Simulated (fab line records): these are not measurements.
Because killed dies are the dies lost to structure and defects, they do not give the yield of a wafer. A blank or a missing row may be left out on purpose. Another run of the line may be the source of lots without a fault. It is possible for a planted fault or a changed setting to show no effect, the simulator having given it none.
Which tool is to blame? ; flow nand harc ; Sampling: 24 lots, 72 wafers, 6 of 1302 route steps

## WHAT EACH GAUGE READ, for each wafer
NHARC_P_CONTACT_CD_MEAS_12: the cd target is 90 nm. Usual: 90.0 nm for cd nm, sd 0.79.
lot;measured;on;cd nm (nm);flag
L075;day 6 08:17;cd sem-01;91.3 90.9 90.7;
L074;day 6 06:41;cd sem-01;89.7 89.8 90.3;
L076;day 6 21:43;cd sem-02;91.1 90.9 91.3;
L077;day 7 03:23;cd sem-02;88.8 89.1 89.3;
L078;day 7 13:47;cd sem-02;89.0 89.4 88.9;
L079;day 8 03:17;cd sem-03;89.7 88.1 89.7;
L080;day 8 04:38;cd sem-03;89.7 89.2 90.2;
L081;day 8 16:49;cd sem-03;90.5 89.9 90.4;
L082;day 9 05:35;cd sem-02;89.5 89.7 90.1;
L083;day 9 18:08;cd sem-02;89.6 88.9 89.0;
L084;day 10 00:49;cd sem-01;91.0 90.2 90.8;
L085;day 10 10:52;cd sem-01;90.3 90.3 90.4;
L086;day 10 19:01;cd sem-02;90.4 90.3 90.2;
L087;day 11 05:26;cd sem-03;91.1 91.3 89.5;
L088;day 11 21:16;cd sem-03;88.2 88.6 88.5;
L089;day 12 01:14;cd sem-02;90.4 90.0 90.4;
L090;day 12 13:44;cd sem-03;89.6 88.7 89.9;
L091;day 12 22:43;cd sem-02;89.1 89.8 89.4;
L092;day 13 10:47;cd sem-03;89.0 89.9 90.2;
L093;day 13 15:11;cd sem-02;89.8 90.5 89.4;
L094;day 14 10:02;cd sem-01;90.9 89.8 90.0;
L095;day 14 10:15;cd sem-03;90.3 89.1 89.6;
L096;day 15 07:16;cd sem-03;90.3 89.4 90.4;
L097;day 15 15:14;cd sem-01;91.3 90.6 90.7;

## WHICH TOOL RAN EACH LOT (tool, then ch and the chambers of the sampled wafers, then the start)
lot;NHARC_P_GATE_DESCUM_13;NHARC_P_GATE_ALD_36;NHARC_P_GATE_DESCUM_48;NHARC_P_GATE_STRIP_75;NHARC_P_GATE_DESCUM_93
L075;rie diel-04 ch 1,2,3, day 4 20:05;ald sin-04 ch 1,2,3, day 5 15:50;rie diel-02 ch 1,2, day 6 00:16;plasma asher-02 ch 0,1, day 6 00:57;rie diel-04 ch 1,2, day 6 03:37
L074;rie diel-04 ch 0,1,3, day 4 20:15;ald sin-03 ch 0,1,2, day 5 15:12;rie diel-04 ch 0,1,2, day 5 22:48;plasma asher-01 ch 0,1, day 5 23:28;rie diel-04 ch 0,1,3, day 6 02:11
L076;rie diel-04 ch 0,2,3, day 5 10:37;ald sin-01 ch 1,2,3, day 6 03:11;rie diel-02 ch 0,2,3, day 6 13:49;plasma asher-02 ch 0,1, day 6 14:29;rie diel-12 ch 1,3, day 6 17:11
L077;rie diel-04 ch 0,1, day 5 14:40;ald sin-03 ch 2,3, day 6 08:55;rie diel-04 ch 1,2, day 6 19:31;plasma asher-02 ch 0,1, day 6 20:13;rie diel-02 ch 0,1,2, day 6 22:46
L078;rie diel-12 ch 0,1,2, day 6 02:07;ald sin-04 ch 1,3, day 6 19:50;rie diel-02 ch 0,2, day 7 05:29;plasma asher-01 ch 0, day 7 06:10;rie diel-04 ch 1,3, day 7 08:59
L079;rie diel-12 ch 1,2,3, day 6 08:49;ald sin-01 ch 0,1,2, day 7 10:21;rie diel-12 ch 0,1,2, day 7 19:05;plasma asher-01 ch 0,1, day 7 19:59;rie diel-02 ch 0,1,3, day 7 22:54
L080;rie diel-12 ch 0,1, day 6 18:20;ald sin-03 ch 0,2,3, day 7 11:40;rie diel-02 ch 1,2,3, day 7 20:16;plasma asher-01 ch 0,1, day 7 20:55;rie diel-02 ch 1,2,3, day 7 23:37
L081;rie diel-04 ch 0,1,3, day 7 04:58;ald sin-04 ch 1,3, day 7 23:15;rie diel-12 ch 1,2, day 8 08:58;plasma asher-02 ch 0,1, day 8 09:38;rie diel-12 ch 1,2,3, day 8 12:19
L082;rie diel-02 ch 2,3, day 7 15:34;ald sin-01 ch 0,1,3, day 8 13:28;rie diel-12 ch 0,3, day 8 21:56;plasma asher-02 ch 0,1, day 8 22:37;rie diel-12 ch 0,2, day 9 01:12
L083;rie diel-04 ch 0,2,3, day 8 05:28;ald sin-03 ch 0,2,3, day 8 22:55;rie diel-04 ch 0,1,3, day 9 09:46;plasma asher-01 ch 0,1, day 9 10:25;rie diel-04 ch 0,1,2, day 9 12:58
L084;rie diel-02 ch 0,1,2, day 8 12:38;ald sin-04 ch 0,1,2, day 9 06:13;rie diel-02 ch 1,2,3, day 9 16:55;plasma asher-01 ch 0,1, day 9 17:35;rie diel-04 ch 1,2,3, day 9 20:24
L085;rie diel-02 ch 0,1, day 9 00:52;ald sin-01 ch 1,2,3, day 9 18:19;rie diel-12 ch 2,3, day 10 02:55;plasma asher-01 ch 0,1, day 10 03:35;rie diel-12 ch 1,2, day 10 06:22
L086;rie diel-02 ch 2,3, day 9 05:13;ald sin-03 ch 1,2, day 10 00:50;rie diel-12 ch 0,1,2, day 10 10:54;plasma asher-02 ch 0,1, day 10 11:32;rie diel-04 ch 0,3, day 10 14:20
L087;rie diel-12 ch 0,1,2, day 9 17:18;ald sin-04 ch 0,2, day 10 11:41;rie diel-02 ch 1,2,3, day 10 21:08;plasma asher-01 ch 0,1, day 10 21:50;rie diel-04 ch 1,2,3, day 11 00:38
L088;rie diel-12 ch 1,2, day 10 08:59;ald sin-01 ch 1,2,3, day 11 04:52;rie diel-12 ch 2,3, day 11 13:25;plasma asher-01 ch 0,1, day 11 14:04;rie diel-12 ch 1,2, day 11 16:45
L089;rie diel-04 ch 0,1,2, day 10 13:30;ald sin-03 ch 1,2,3, day 11 06:14;rie diel-04 ch 0,2,3, day 11 17:01;plasma asher-01 ch 0,1, day 11 18:12;rie diel-12 ch 0,1,2, day 11 20:52
L090;rie diel-02 ch 1,2,3, day 11 02:15;ald sin-01 ch 0,2,3, day 11 19:01;rie diel-02 ch 0,1,2, day 12 05:44;plasma asher-01 ch 0,1, day 12 06:25;rie diel-04 ch 1,2,3, day 12 09:05
L091;rie diel-02 ch 0,1,2, day 11 12:07;ald sin-04 ch 0,1,3, day 12 03:47;rie diel-02 ch 1,2,3, day 12 14:26;plasma asher-01 ch 0,1, day 12 15:07;rie diel-12 ch 0,1,3, day 12 17:46
L092;rie diel-02 ch 1,2,3, day 11 22:20;ald sin-03 ch 0,2, day 12 17:16;rie diel-04 ch 1,2,3, day 13 02:50;plasma asher-02 ch 0,1, day 13 03:30;rie diel-04 ch 0,1,3, day 13 06:11
L093;rie diel-04 ch 0,2,3, day 12 05:41;ald sin-01 ch 0,3, day 12 21:44;rie diel-12 ch 1,2, day 13 07:19;plasma asher-02 ch 0,1, day 13 08:01;rie diel-04 ch 0,1, day 13 10:49
L094;rie diel-12 ch 0,1,2, day 12 23:23;ald sin-03 ch 0,1,2, day 13 15:41;rie diel-02 ch 0,1,3, day 14 02:11;plasma asher-01 ch 0,1, day 14 02:51;rie diel-02 ch 0,1,2, day 14 05:38
L095;rie diel-04 ch 0,2,3, day 12 23:32;ald sin-04 ch 1,2,3, day 13 15:26;rie diel-12 ch 0,1,2, day 14 02:22;plasma asher-02 ch 0,1, day 14 03:02;rie diel-04 ch 0,2,3, day 14 05:44
L096;rie diel-04 ch 0,3, day 13 16:31;ald sin-01 ch 1,2,3, day 14 15:05;rie diel-04 ch 0,1,2, day 14 23:39;plasma asher-01 ch 0,1, day 15 00:20;rie diel-04 ch 0,2,3, day 15 02:53
L097;rie diel-04 ch 0,2,3, day 14 05:34;ald sin-03 ch 0,1,3, day 14 21:43;rie diel-04 ch 2,3, day 15 07:10;plasma asher-02 ch 0,1, day 15 07:52;rie diel-12 ch 1,2,3, day 15 10:40
- NHARC_P_GATE_DESCUM_13: chemistry O2, time 3 s.
- NHARC_P_GATE_ALD_36: deposits SiNx, target thk 20 nm, pulse time 60 s, ald cycles 223.
- NHARC_P_GATE_DESCUM_48: chemistry O2, time 3 s.
- NHARC_P_GATE_STRIP_75: strips in O2.
- NHARC_P_GATE_DESCUM_93: chemistry O2, time 3 s.

## WHAT THE TOOLS THEMSELVES READ (means of the sampled wafers that have a number; where no wafer has one, the mark that the record gives instead)
NHARC_P_GATE_DESCUM_13. Usual: drypump motor current A 5.7 A, standard deviation 0.51; oes product au 1.002 a.u., standard deviation 0.011; rf vpp V 57.8 V, standard deviation 0.86; showerhead plenum p Torr 1.91 Torr, standard deviation 0.071; throttle valve pct 11.311 %, standard deviation 0.009.
lot;tool;drypump motor current A (A);oes product au (a.u.);rf vpp V (V);showerhead plenum p Torr (Torr);throttle valve pct (%);flag
L075;rie diel-04;5.4;1.012;57.6;1.98;11.311;
L074;rie diel-04;5.3;1.007;58.0;1.92;11.315;
L076;rie diel-04;5.7;1.010;58.1;1.90;11.309;
L077;rie diel-04;5.7;1.013;57.9;1.87;11.303;
L078;rie diel-12;5.5;0.997;57.1;1.89;11.311;
L079;rie diel-12;5.5;1.004;57.7;1.85;11.298;
L080;rie diel-12;5.6;1.012;57.1;1.90;11.305;
L081;rie diel-04;5.3;1.012;58.6;1.92;11.312;
L082;rie diel-02;6.4;0.990;58.3;1.90;11.313;
L083;rie diel-04;5.7;1.001;57.9;1.90;11.314;
L084;rie diel-02;6.2;0.991;58.1;1.93;11.313;
L085;rie diel-02;5.9;0.998;57.6;1.92;11.308;
L086;rie diel-02;6.2;0.998;57.7;1.88;11.311;
L087;rie diel-12;5.5;1.009;58.0;1.89;11.308;
L088;rie diel-12;5.6;1.005;57.7;1.87;11.311;
L089;rie diel-04;5.8;0.993;57.9;1.93;11.310;
L090;rie diel-02;6.2;1.006;57.4;1.89;11.312;
L091;rie diel-02;6.1;1.002;57.7;1.93;11.314;
L092;rie diel-02;6.2;1.001;58.5;1.89;11.314;
L093;rie diel-04;5.7;1.008;57.5;1.90;11.317;
L094;rie diel-12;5.5;1.012;57.7;1.89;11.322;
L095;rie diel-04;5.7;1.011;57.6;1.90;11.313;
L096;rie diel-04;5.6;1.005;57.4;1.84;11.314;
L097;rie diel-04;5.7;0.999;57.4;1.90;11.303;

NHARC_P_GATE_ALD_36. Usual: heater power w 820 W, standard deviation 65; precursor pulse height rel 0.999, standard deviation 0.02.
lot;tool;heater power w (W);precursor pulse height rel;flag
L075;ald sin-04;844;1.006;
L074;ald sin-03;836;1.018;
L076;ald sin-01;803;0.985;
L077;ald sin-03;775;1.008;
L078;ald sin-04;834;0.987;
L079;ald sin-01;806;1.010;
L080;ald sin-03;842;0.988;
L081;ald sin-04;836;1.003;
L082;ald sin-01;753;1.020;
L083;ald sin-03;859;1.014;
L084;ald sin-04;830;1.010;
L085;ald sin-01;798;1.008;
L086;ald sin-03;801;1.004;
L087;ald sin-04;808;1.019;
L088;ald sin-01;803;0.998;
L089;ald sin-03;818;1.008;
L090;ald sin-01;786;0.991;
L091;ald sin-04;808;0.993;
L092;ald sin-03;840;0.997;
L093;ald sin-01;747;1.011;
L094;ald sin-03;847;1.013;
L095;ald sin-04;844;0.992;
L096;ald sin-01;791;0.972;
L097;ald sin-03;847;0.984;

NHARC_P_GATE_DESCUM_48. Usual: drypump motor current A 5.7 A, standard deviation 0.5; oes product au 1.002 a.u., standard deviation 0.011; rf vpp V 57.8 V, standard deviation 0.95; showerhead plenum p Torr 1.90 Torr, standard deviation 0.067; throttle valve pct 11.310 %, standard deviation 0.0085.
lot;tool;drypump motor current A (A);oes product au (a.u.);rf vpp V (V);showerhead plenum p Torr (Torr);throttle valve pct (%);flag
L075;rie diel-02;6.5;0.998;57.4;1.92;11.316;
L074;rie diel-04;5.8;1.007;57.8;1.93;11.315;
L076;rie diel-02;6.1;0.997;58.1;1.92;11.312;
L077;rie diel-04;5.5;0.994;58.2;2.01;11.315;
L078;rie diel-02;6.0;1.000;59.4;1.96;11.314;
L079;rie diel-12;5.5;1.013;58.0;1.89;11.313;
L080;rie diel-02;6.2;1.002;57.8;1.89;11.311;
L081;rie diel-12;5.6;1.008;56.9;1.87;11.303;
L082;rie diel-12;5.3;1.007;58.0;1.89;11.314;
L083;rie diel-04;5.3;1.005;58.3;1.92;11.313;
L084;rie diel-02;6.2;1.009;57.2;1.89;11.313;
L085;rie diel-12;5.3;1.003;57.5;1.82;11.318;
L086;rie diel-12;5.5;1.004;58.2;1.89;11.311;
L087;rie diel-02;6.2;1.009;58.2;1.89;11.298;
L088;rie diel-12;5.3;1.003;56.6;1.82;11.312;
L089;rie diel-04;5.7;0.998;57.0;1.90;11.308;
L090;rie diel-02;6.1;1.003;57.5;1.93;11.321;
L091;rie diel-02;6.2;1.013;57.3;1.89;11.305;
L092;rie diel-04;5.4;1.000;58.4;1.98;11.310;
L093;rie diel-12;5.6;1.011;58.1;1.87;11.308;
L094;rie diel-02;5.9;0.994;57.8;1.90;11.310;
L095;rie diel-12;5.5;1.004;57.8;1.89;11.315;
L096;rie diel-04;5.8;0.993;58.3;1.93;11.307;
L097;rie diel-04;5.3;0.993;57.5;1.94;11.315;

NHARC_P_GATE_STRIP_75. Usual: drypump motor current A 5.7 A, standard deviation 0.46; heater power w 320 W, standard deviation 27; rf refl power W 28 W, standard deviation 7.4.
lot;tool;drypump motor current A (A);heater power w (W);rf refl power W (W);flag
L075;plasma asher-02;6.1;342;35;
L074;plasma asher-01;5.4;308;24;
L076;plasma asher-02;6.2;353;29;
L077;plasma asher-02;6.2;349;29;
L078;plasma asher-01;5.6;316;23;
L079;plasma asher-01;5.4;302;23;
L080;plasma asher-01;5.5;305;25;
L081;plasma asher-02;6.2;354;30;
L082;plasma asher-02;6.2;338;35;
L083;plasma asher-01;5.4;304;24;
L084;plasma asher-01;5.3;305;26;
L085;plasma asher-01;5.2;307;26;
L086;plasma asher-02;6.2;338;35;
L087;plasma asher-01;5.2;303;26;
L088;plasma asher-01;5.3;308;25;
L089;plasma asher-01;5.3;304;25;
L090;plasma asher-01;5.4;299;24;
L091;plasma asher-01;5.2;310;26;
L092;plasma asher-02;6.2;338;36;
L093;plasma asher-02;6.2;345;30;
L094;plasma asher-01;5.4;303;24;
L095;plasma asher-02;6.2;350;29;
L096;plasma asher-01;5.4;309;25;
L097;plasma asher-02;6.1;332;36;

NHARC_P_GATE_DESCUM_93. Usual: drypump motor current A 5.6 A, standard deviation 0.49; oes product au 1.001 a.u., standard deviation 0.0095; rf vpp V 57.7 V, standard deviation 0.83; showerhead plenum p Torr 1.91 Torr, standard deviation 0.075; throttle valve pct 11.311 %, standard deviation 0.0096.
lot;tool;drypump motor current A (A);oes product au (a.u.);rf vpp V (V);showerhead plenum p Torr (Torr);throttle valve pct (%);flag
L075;rie diel-04;5.5;0.999;58.0;2.01;11.303;
L074;rie diel-04;5.3;1.002;57.9;1.92;11.306;
L076;rie diel-12;5.3;1.003;58.3;1.83;11.312;
L077;rie diel-02;6.1;0.995;57.8;1.93;11.307;
L078;rie diel-04;5.1;1.001;57.7;2.00;11.308;
L079;rie diel-02;5.8;0.993;57.7;1.90;11.312;
L080;rie diel-02;6.2;0.996;57.3;1.89;11.304;
L081;rie diel-12;5.5;1.008;57.4;1.85;11.317;
L082;rie diel-12;5.5;1.011;57.0;1.89;11.307;
L083;rie diel-04;5.8;1.001;57.6;1.93;11.310;
L084;rie diel-04;5.4;0.994;57.6;1.98;11.319;
L085;rie diel-12;5.6;1.004;57.5;1.87;11.323;
L086;rie diel-04;5.6;0.990;56.5;1.84;11.307;
L087;rie diel-04;5.4;0.996;58.1;1.98;11.308;
L088;rie diel-12;5.7;1.007;57.8;1.87;11.313;
L089;rie diel-12;5.5;1.010;57.6;1.89;11.307;
L090;rie diel-04;5.4;1.006;58.1;1.98;11.309;
L091;rie diel-12;5.4;0.999;57.4;1.87;11.316;
L092;rie diel-04;5.3;0.997;57.5;1.92;11.320;
L093;rie diel-04;5.5;0.998;56.8;1.95;11.317;
L094;rie diel-02;6.1;0.997;57.8;1.93;11.314;
L095;rie diel-04;5.7;0.999;57.2;1.90;11.312;
L096;rie diel-04;5.7;0.999;57.9;1.90;11.312;
L097;rie diel-12;5.4;1.003;57.8;1.85;11.312;

## THE ANSWER, worked out from the rows above alone
Rule: a lot is off if the mean of its wafers that have a number lies more than 3 standard deviations from the usual mean. Also off: a lot with no number at a reading for which 4 or more lots have one. All remaining lots with rows at the step are treated as sound. Order of review: gauges by route order, followed by the tools' own readings, for which a lot's mean as printed above is used. At the first step where some lot is off, the reading lying furthest off is the one used; lots without a number count as furthest.
Across all readings shown, no lot is off: no conclusion can be drawn from this.

## WHAT HAD BEEN PUT IN BY THE SIMULATOR
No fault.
